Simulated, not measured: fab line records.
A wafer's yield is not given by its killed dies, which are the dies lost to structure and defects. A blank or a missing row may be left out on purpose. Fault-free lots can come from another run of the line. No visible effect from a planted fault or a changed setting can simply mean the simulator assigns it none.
The tool behind it: which one? -- flow nand harc -- 39 wafers from 13 lots sampled at 5 of the route's 1159 steps

== WHAT EACH GAUGE READ, for each wafer ==
NHARC_P_CONTACT_INSPECT_14. Usual: raw defect count reads 3.7 (standard deviation 2.3).
lot,measured,on,raw defect count,flag
L549,day 5 04:01,defect inspect-02,2 0 5,
L550,day 5 19:10,defect inspect-02,1 4 1,
L555,day 6 13:28,defect inspect-01,4 0 4,
L553,day 6 17:27,defect inspect-02,6 5 2,
L558,day 8 01:01,defect inspect-02,5 7 4,
L563,day 8 23:40,defect inspect-02,5 5 3,
L567,day 10 00:14,defect inspect-02,2 2 3,
L566,day 10 00:51,defect inspect-02,6 4 3,
L569,day 10 18:16,defect inspect-02,0 6 10,
L570,day 10 18:38,defect inspect-01,8 8 3,
L568,day 11 00:53,defect inspect-01,1 5 0,
L571,day 11 01:34,defect inspect-02,2 3 1,
L572,day 11 09:00,defect inspect-01,2 5 6,

NHARC_END_SORT_01. Usual: killed at array 28, standard deviation 12; killed at other 0.8, standard deviation 1.1; killed at periphery 3.6, standard deviation 2.3; killed dies 32, standard deviation 12; killed open 3.4, standard deviation 1.9; killed short 2.0, standard deviation 1.3.
lot,measured,on,killed at array,killed at other,killed at periphery,killed dies,killed open,killed short,flag
L555,day 20 02:02,prober-02,23,0,3,26,6,2,
L568,day 24 22:05,prober-01,18 28 24,2 0 0,8 6 7,28 34 31,2 1 6,2 6 3,

== EACH LOT AND THE TOOL THAT RAN IT (in order: tool; ch and the chambers of the sampled wafers; start) ==
lot,NHARC_P_CONTACT_ETCH_36,NHARC_P_CONTACT_PVD_32,NHARC_P_CONTACT_ALD_22
L549,"rie diel-12 ch 0,1,3, day 5 05:47 or earlier","pvd sputter-03, day 5 05:47","ald metal-03 ch 1,2,3, day 5 05:58"
L550,"rie diel-01 ch 2,3, day 5 19:33","pvd sputter-02, day 5 21:18","ald metal-02 ch 0,1, day 5 21:25"
L555,"rie diel-02 ch 0,1,2, day 6 15:23 or earlier","pvd sputter-03, day 6 15:23","ald metal-02 ch 1,2,3, day 6 15:49"
L553,"rie diel-12 ch 0,1,2, day 6 19:14 or earlier","pvd sputter-01, day 6 19:14","ald metal-01 ch 0,1,3, day 6 19:21"
L558,"rie diel-12 ch 0,1, day 8 02:56 or earlier","pvd sputter-03, day 8 02:56","ald metal-02 ch 1,2, day 8 03:19"
L563,"rie diel-01 ch 2,3, day 9 01:28 or earlier","pvd sputter-03, day 9 01:28","ald metal-03 ch 0,2,3, day 9 01:51"
L567,"rie diel-02 ch 0,2, day 10 02:16 or earlier","pvd sputter-01, day 10 02:16","ald metal-02 ch 1,2,3, day 10 02:23"
L566,"rie diel-01 ch 2,3, day 10 02:42 or earlier","pvd sputter-01, day 10 02:42","ald metal-03 ch 0,1,2, day 10 02:53"
L569,"rie diel-02 ch 0,1,3, day 10 20:02 or earlier","pvd sputter-02, day 10 20:02","ald metal-02 ch 0,1,3, day 10 20:09"
L570,"rie diel-01 ch 1,2,3, day 10 20:33 or earlier","pvd sputter-03, day 10 20:33","ald metal-03 ch 1,2,3, day 10 20:39"
L568,"rie diel-01 ch 0,1,3, day 11 02:43 or earlier","pvd sputter-02, day 11 02:43","ald metal-02 ch 0,1,2, day 11 02:50"
L571,"rie diel-12 ch 0,2,3, day 11 03:23 or earlier","pvd sputter-03, day 11 03:23","ald metal-01 ch 0,1, day 11 03:27"
L572,"rie diel-12 ch 0,1,2, day 11 11:01 or earlier","pvd sputter-01, day 11 11:01","ald metal-02 ch 0,1,2, day 11 11:08"
- NHARC_P_CONTACT_ETCH_36: etches the open film in N2/H2, target depth 260 nm, time 406.25 s.
- NHARC_P_CONTACT_PVD_32: deposits Ti, target thk 5 nm, time 17.7 s.
- NHARC_P_CONTACT_ALD_22: deposits TiN, target thk 3 nm, pulse time 1 s, ald cycles 150.

== AS READ BY THE TOOLS THEMSELVES (means over the sampled wafers that have a number; for cases with no such wafer, the mark the record gives instead) ==
NHARC_P_CONTACT_ETCH_36. Usual: drypump motor current A 5.7 A, standard deviation 0.4; mfc ar sccm 0.006 sccm, standard deviation 0.0063; oes product au 1.000 a.u., standard deviation 0.0075; rf vpp V 430.9 V, standard deviation 2.8; showerhead plenum p Torr 2.06 Torr, standard deviation 0.098; throttle valve pct 14.172 %, standard deviation 0.0091.
lot,tool,drypump motor current A (A),mfc ar sccm (sccm),oes product au (a.u.),rf vpp V (V),showerhead plenum p Torr (Torr),throttle valve pct (%),flag
L549,rie diel-12,5.4,0.000,1.004,432.7,2.10,14.166,
L550,rie diel-01,5.8,0.011,1.012,429.7,2.02,14.167,
L555,rie diel-02,5.6,0.005,1.002,428.4,1.96,14.170,
L553,rie diel-12,5.8,0.000,0.997,430.9,2.07,14.177,
L558,rie diel-12,5.7,0.000,0.998,432.9,2.12,14.168,
L563,rie diel-01,5.8,0.011,0.990,429.7,2.02,14.173,
L567,rie diel-02,5.6,0.009,1.000,428.4,1.95,14.167,
L566,rie diel-01,5.8,0.011,0.998,429.7,2.02,14.175,
L569,rie diel-02,5.4,0.001,1.001,428.1,1.96,14.176,
L570,rie diel-01,6.0,0.012,0.996,432.9,2.10,14.177,
L568,rie diel-01,5.7,0.012,1.006,430.3,2.05,14.173,
L571,rie diel-12,5.6,0.000,1.002,430.9,2.03,14.167,
L572,rie diel-12,5.8,0.000,0.998,431.1,2.07,14.172,

NHARC_P_CONTACT_PVD_32. Usual: throttle valve pct reads 29.7 % (standard deviation 0.98).
lot,tool,throttle valve pct (%),flag
L549,pvd sputter-03,29.4,
L550,pvd sputter-02,30.2,
L555,pvd sputter-03,28.9,
L553,pvd sputter-01,29.9,
L558,pvd sputter-03,29.1,
L563,pvd sputter-03,29.0,
L567,pvd sputter-01,30.0,
L566,pvd sputter-01,30.2,
L569,pvd sputter-02,29.6,
L570,pvd sputter-03,29.1,
L568,pvd sputter-02,29.6,
L571,pvd sputter-03,29.3,
L572,pvd sputter-01,30.3,

NHARC_P_CONTACT_ALD_22. Usual: heater power w 1043 W, standard deviation 87; precursor pulse height rel 0.998, standard deviation 0.017.
lot,tool,heater power w (W),precursor pulse height rel,flag
L549,ald metal-03,1091,1.007,
L550,ald metal-02,969,0.992,
L555,ald metal-02,1024,0.982,
L553,ald metal-01,1110,0.991,
L558,ald metal-02,1068,1.013,
L563,ald metal-03,1012,0.982,
L567,ald metal-02,1045,1.013,
L566,ald metal-03,1063,0.995,
L569,ald metal-02,989,0.998,
L570,ald metal-03,1062,1.001,
L568,ald metal-02,982,0.990,
L571,ald metal-01,1089,0.992,
L572,ald metal-02,985,1.001,

== THE ANSWER, worked out from the rows above alone ==
Rule: a lot counts as off when the mean over its wafers that have a number is more than 3 standard deviations away from the usual mean. A lot without any number at a reading at which 4 lots or more have one is off too. Any other lot the step has rows for is counted as sound. After the gauges, taken in route order, come the tools' own readings; for these a lot's mean is taken, as printed above. The first step at which some lot is off is used, and at that step the reading that is off furthest; a lot without a number counts as furthest.
None of the lots is off at any reading shown; this tells nothing.

== WHAT HAD BEEN PUT IN BY THE SIMULATOR ==
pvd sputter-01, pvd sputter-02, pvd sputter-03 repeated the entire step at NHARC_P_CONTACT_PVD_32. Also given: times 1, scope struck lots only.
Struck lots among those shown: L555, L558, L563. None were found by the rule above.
